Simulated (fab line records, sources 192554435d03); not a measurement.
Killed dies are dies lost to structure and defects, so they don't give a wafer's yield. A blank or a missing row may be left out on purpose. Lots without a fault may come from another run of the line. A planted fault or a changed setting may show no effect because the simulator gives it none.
Chamber matching | flow n5_finfet | N5_BEOL_M13_VIA_ETCH_16 on rie_diel-04: 4 sister chambers
The step etches SiOC in C4F8/O2/Ar, target depth 921.7 nm. 22 wafers are shown with their chamber, then 11 later ones without.

WAFERS WITH THEIR CHAMBER
wafer  | chamber | showerhead_plenum_p_Torr (Torr) | throttle_valve_pct (%) | drypump_motor_current_A (A)
L075.1 | 3       | 3.15                            | 24.01                  | 6.4
L075.5 | 0       | 3.31                            | 24.34                  | 5.1
L075.6 | 3       | 3.15                            | 24.02                  | 6.4
L076.2 | 3       | 3.15                            | 24.01                  | 6.4
L076.3 | 0       | 3.31                            | 24.34                  | 5.1
L076.5 | 0       | 3.31                            | 24.34                  | 5.1
L081.4 | 3       | 3.15                            | 24.04                  | 6.5
L081.5 | 2       | 3.49                            | 23.78                  | 6.0
L081.6 | 1       | 3.41                            | 24.23                  | 5.5
L086.2 | 1       | 3.41                            | 24.24                  | 5.4
L086.4 | 0       | 3.30                            | 24.37                  | 5.1
L086.6 | 2       | 3.49                            | 23.78                  | 6.0
L084.1 | 3       | 3.14                            | 24.04                  | 6.5
L084.2 | 2       | 3.49                            | 23.76                  | 6.0
L084.4 | 0       | 3.30                            | 24.36                  | 5.1
L089.1 | 0       | 3.30                            | 24.39                  | 5.1
L089.3 | 2       | 3.49                            | 23.78                  | 5.9
L089.4 | 1       | 3.41                            | 24.24                  | 5.5
L087.3 | 2       | 3.48                            | 23.80                  | 6.0
L087.4 | 3       | 3.14                            | 24.04                  | 6.4
L087.6 | 3       | 3.14                            | 24.05                  | 6.5
L085.2 | 0       | 3.30                            | 24.39                  | 5.1

SIGNATURES (means of the wafers above)
reading                  | chamber 0 | chamber 1 | chamber 2 | chamber 3 | scatter within a chamber
showerhead_plenum_p_Torr | 3.3043    | 3.4100    | 3.4880    | 3.1457    | 0.00485
throttle_valve_pct       | 24.3614   | 24.2367   | 23.7800   | 24.0300   | 0.0176
drypump_motor_current_A  | 5.100     | 5.467     | 5.980     | 6.443     | 0.042
Rule: a wafer's distance from a chamber is the root of the sum, over the readings, of the square of ((its reading less the chamber's mean) divided by the reading's scatter). The wafer belongs to the nearest chamber; if the next one is less than 2 further off, it can't be placed. The scatter: the root of (the sum of the squares of (reading less its chamber's mean) over the shown wafers, divided by (wafers less chambers)).

WAFERS WITHOUT THEIR CHAMBER
wafer  | showerhead_plenum_p_Torr (Torr) | throttle_valve_pct (%) | drypump_motor_current_A (A)
L085.3 | 3.48                            | 23.79                  | 6.0
L085.5 | 3.30                            | 24.40                  | 5.1
L091.2 | 3.13                            | 24.03                  | 6.5
L091.4 | 3.40                            | 24.24                  | 5.5
L091.5 | 3.30                            | 24.38                  | 5.1
L096.2 | 3.29                            | 24.40                  | 5.1
L096.4 | 3.48                            | 23.81                  | 6.0
L096.6 | 3.13                            | 24.05                  | 6.4
L097.1 | 3.47                            | 23.83                  | 6.0
L097.2 | 3.29                            | 24.40                  | 5.1
L097.6 | 3.13                            | 24.07                  | 6.4

WHICH CHAMBER EACH WENT THROUGH
wafer  | from the rows above | in truth
L085.3 | 2                   | 2
L085.5 | 0                   | 0
L091.2 | 3                   | 3
L091.4 | 1                   | 1
L091.5 | 0                   | 0
L096.2 | 0                   | 0
L096.4 | 2                   | 2
L096.6 | 3                   | 3
L097.1 | 2                   | 2
L097.2 | 0                   | 0
L097.6 | 3                   | 3
Placed correctly: 11 of 11. Can't be placed from these rows: 0. Placed wrongly: 0.
